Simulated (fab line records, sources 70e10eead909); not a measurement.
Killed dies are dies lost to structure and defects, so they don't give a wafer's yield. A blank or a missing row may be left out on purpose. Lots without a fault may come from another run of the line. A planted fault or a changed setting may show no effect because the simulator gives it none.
Chamber matching | flow nand_harc | NHARC_A_CHANNEL_HOLE_D1_DESCUM_15 on rie_diel-13: 4 sister chambers
The step chemistry O2, time 3 s. 18 wafers are shown with their chamber, then 8 later ones without.

WAFERS WITH THEIR CHAMBER
wafer  | chamber | showerhead_plenum_p_Torr (Torr) | drypump_motor_current_A (A) | oes_product_au (a.u.)
L956.1 | 1       | 1.99                            | 5.3                         | 1.025
L956.3 | 3       | 1.78                            | 5.8                         | 1.002
L956.5 | 0       | 2.04                            | 6.2                         | 0.998
L957.1 | 1       | 1.99                            | 5.4                         | 1.027
L957.2 | 3       | 1.78                            | 5.8                         | 0.990
L957.3 | 2       | 1.98                            | 5.6                         | 1.028
L959.1 | 3       | 1.78                            | 5.8                         | 1.001
L959.2 | 0       | 2.04                            | 6.2                         | 0.995
L959.3 | 2       | 1.97                            | 5.5                         | 1.018
L961.3 | 2       | 1.97                            | 5.6                         | 1.028
L961.4 | 3       | 1.78                            | 5.8                         | 1.002
L961.6 | 2       | 1.97                            | 5.5                         | 1.008
L962.1 | 0       | 2.04                            | 6.2                         | 0.990
L962.4 | 2       | 1.97                            | 5.5                         | 1.014
L962.5 | 1       | 1.99                            | 5.4                         | 1.021
L964.2 | 0       | 2.04                            | 6.3                         | 0.990
L964.5 | 3       | 1.78                            | 5.9                         | 1.000
L964.6 | 2       | 1.97                            | 5.5                         | 1.015

SIGNATURES (means of the wafers above)
reading                  | chamber 0 | chamber 1 | chamber 2 | chamber 3 | scatter within a chamber
showerhead_plenum_p_Torr | 2.0400    | 1.9900    | 1.9717    | 1.7800    | 0.00244
drypump_motor_current_A  | 6.225     | 5.367     | 5.533     | 5.820     | 0.0504
oes_product_au           | 0.99325   | 1.02433   | 1.01850   | 0.99900   | 0.00593
Rule: a wafer's distance from a chamber is the root of the sum, over the readings, of the square of ((its reading less the chamber's mean) divided by the reading's scatter). The wafer belongs to the nearest chamber; if the next one is less than 2 further off, it can't be placed. The scatter: the root of (the sum of the squares of (reading less its chamber's mean) over the shown wafers, divided by (wafers less chambers)).

WAFERS WITHOUT THEIR CHAMBER
wafer  | showerhead_plenum_p_Torr (Torr) | drypump_motor_current_A (A) | oes_product_au (a.u.)
L963.1 | 2.04                            | 6.3                         | 0.991
L963.2 | 1.97                            | 5.6                         | 1.014
L963.4 | 2.04                            | 6.3                         | 0.991
L969.1 | 2.04                            | 6.2                         | 0.994
L969.5 | 1.78                            | 5.8                         | 1.019
L978.1 | 2.04                            | 6.3                         | 1.001
L978.4 | 1.99                            | 5.4                         | 1.008
L978.6 | 2.04                            | 6.2                         | 0.993

WHICH CHAMBER EACH WENT THROUGH
wafer  | from the rows above | in truth
L963.1 | 0                   | 0
L963.2 | 2                   | 2
L963.4 | 0                   | 0
L969.1 | 0                   | 0
L969.5 | 3                   | 3
L978.1 | 0                   | 0
L978.4 | 1                   | 1
L978.6 | 0                   | 0
Placed correctly: 8 of 8. Can't be placed from these rows: 0. Placed wrongly: 0.
